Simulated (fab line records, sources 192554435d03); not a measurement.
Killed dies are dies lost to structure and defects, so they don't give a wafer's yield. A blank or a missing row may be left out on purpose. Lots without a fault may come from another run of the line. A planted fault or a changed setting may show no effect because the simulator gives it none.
Split-lot experiment | flow n5_finfet | 7 lots, 21 wafers read, on a route of 1938 steps

THE SPLIT
At N5_BEOL_M7_EXPOSE_08 (exposes mask M7), the setting dose_mj was moved away from the recipe's 68.25 on 7 of the 21 wafers read, by -6.3% to +7.3%. The other wafers ran this setting at the recipe's value.

FROM THE SPLIT TO THE READING: what the file shows between them, 15 steps
- N5_BEOL_M7_PEB_09: peb time 60 s
- N5_BEOL_M7_DEVELOP_10: develop time 30 s
- N5_BEOL_M7_CD_MEAS_11: target cd 38.5 nm
- N5_BEOL_M7_DESCUM_16: chemistry O2, time 7.9 s
- N5_BEOL_M7_ETCH_61: etches SiARC in CF4, target depth 45.5 nm, time 75.8 s
- N5_BEOL_M7_ETCH_62: etches SOC in N2/H2, target depth 110 nm, overetch 22 nm, time 165 s
- N5_BEOL_M7_STRIP_68: strips in N2/H2
- N5_BEOL_M7_STRIP_67: strips in CF4
- N5_BEOL_M7_HM_OPEN_17: chemistry Cl2/BCl3, target TiN, target depth 20 nm, overetch 6 nm
- N5_BEOL_M7_STRIP_19: strips in O2
- N5_BEOL_M7_CD_MEAS_18: pitch 80 nm, target cd 40 nm
- N5_BEOL_M7_COAT_63: time 60 s, resist thk 60 nm
- N5_BEOL_M7_COAT_64: time 60 s, resist thk 12 nm
- N5_BEOL_M7_PRECLEAN_42: cleans in residue remover, time 60 s
- N5_BEOL_M7_SRD_43: time 30 s

THE READING
cd_nm, in nm, at N5_BEOL_M7_CD_MEAS_35 (target cd 40 nm). Fault-free wafers of this fab line usually give 40.1 nm, standard deviation 0.65 nm.

wafer  | tool, chamber at the split | dose_mj as run | against the recipe | cd_nm, nm | against lot-mates on the recipe
L075.1 | arfi_scanner-02, 0         | 68.25          | recipe             | 40.0      | -
L075.3 | arfi_scanner-02, 0         | 68.25          | recipe             | 40.1      | -
L075.4 | arfi_scanner-02, 0         | 68.25          | recipe             | 39.2      | -
L078.1 | arfi_scanner-01, 0         | 68.25          | recipe             | 40.8      | -
L078.2 | arfi_scanner-01, 0         | 72.64          | +6.4%              | 43.9      | +3.1
L078.6 | arfi_scanner-01, 0         | 72.64          | +6.4%              | 43.2      | +2.4
L085.1 | arfi_scanner-01, 0         | 72.34          | +6.0%              | 42.4      | +2.5
L085.5 | arfi_scanner-01, 0         | 68.25          | recipe             | 39.6      | -
L085.6 | arfi_scanner-01, 0         | 68.25          | recipe             | 40.1      | -
L087.3 | arfi_scanner-02, 0         | 68.25          | recipe             | 40.4      | -
L087.4 | arfi_scanner-02, 0         | 68.25          | recipe             | 41.3      | -
L087.6 | arfi_scanner-02, 0         | 68.25          | recipe             | 40.7      | -
L093.3 | arfi_scanner-02, 0         | 68.25          | recipe             | 39.3      | -
L093.4 | arfi_scanner-02, 0         | 73.21          | +7.3%              | 43.5      | +4.0
L093.6 | arfi_scanner-02, 0         | 68.25          | recipe             | 39.8      | -
L097.3 | arfi_scanner-03, 0         | 63.95          | -6.3%              | 37.4      | -2.6
L097.5 | arfi_scanner-03, 0         | 68.25          | recipe             | 39.5      | -
L097.6 | arfi_scanner-03, 0         | 68.25          | recipe             | 40.4      | -
L092.1 | arfi_scanner-02, 0         | 65.33          | -4.3%              | 37.8      | -1.7
L092.3 | arfi_scanner-02, 0         | 68.25          | recipe             | 39.5      | -
L092.6 | arfi_scanner-02, 0         | 65.33          | -4.3%              | 37.5      | -2.0

THE FIT
A straight line over all 21 wafers: cd_nm changes by +0.49 nm for each +1% of dose_mj; r = +0.95; the points scatter about the line by 0.57 nm.
The same after taking each lot's own level away (the mean of its wafers on the recipe; 21 wafers): +0.448 nm for each +1%; r = +0.98; scatter 0.36 nm.
On that fit, the largest move of dose_mj shifts the reading by 3.3 nm.
The lots' own levels span 39.50 to 40.80 nm, that is 2.0 times the standard deviation above.
So the lot-to-lot level changes the slope little: the two slopes agree.
Check: with one of the wafers moved furthest among these (+7.3%) left out of the fit, the line predicts +3.08 nm for it against its lot-mates. It came out at +3.95 nm against them.

OTHER SPLITS ON THESE WAFERS
These wafers also went through other splits before the reading. Each is held against what the fit with the lots' levels taken away leaves over:
other split on the same wafers | wafers away from the commonest value | r with cd_nm (lot level and that fit taken away)
N5_BEOL_M6_ETCH_61 bias_w      | 7                                    | +0.29
N5_BEOL_M7_COAT_05 spin_rpm    | 4                                    | -0.12

THE WHOLE CHAIN: every reading that the file lists as answering this split, in the file's order
step                  | what it does                                                         | reading                                                               | change (the file's fit)               | r (the file's)
N5_BEOL_M7_CD_MEAS_11 | target cd 38.5 nm                                                    | cd_nm                                                                 | +0.383 nm for each +1% of the setting | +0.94
N5_BEOL_M7_ETCH_61    | etches SiARC in CF4, target depth 45.5 nm, time 75.8 s               | BEOL_M7.cd_offset_nm (the simulator's own value, which no gauge read) | +0.398 nm for each +1% of the setting | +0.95
N5_BEOL_M7_ETCH_62    | etches SOC in N2/H2, target depth 110 nm, overetch 22 nm, time 165 s | BEOL_M7.cd_offset_nm (the simulator's own value, which no gauge read) | +0.431 nm for each +1% of the setting | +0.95
N5_BEOL_M7_HM_OPEN_17 | chemistry Cl2/BCl3, target TiN, target depth 20 nm, overetch 6 nm    | BEOL_M7.cd_offset_nm (the simulator's own value, which no gauge read) | +0.436 nm for each +1% of the setting | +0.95
N5_BEOL_M7_CD_MEAS_18 | pitch 80 nm, target cd 40 nm                                         | cd_nm                                                                 | +0.427 nm for each +1% of the setting | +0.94
N5_BEOL_M7_CD_MEAS_35 | target cd 40 nm                                                      | cd_nm                                                                 | +0.459 nm for each +1% of the setting | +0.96

THE FILE'S OWN FIT
cd_nm changes by +0.459 nm for each +1% of dose_mj, r = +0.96.
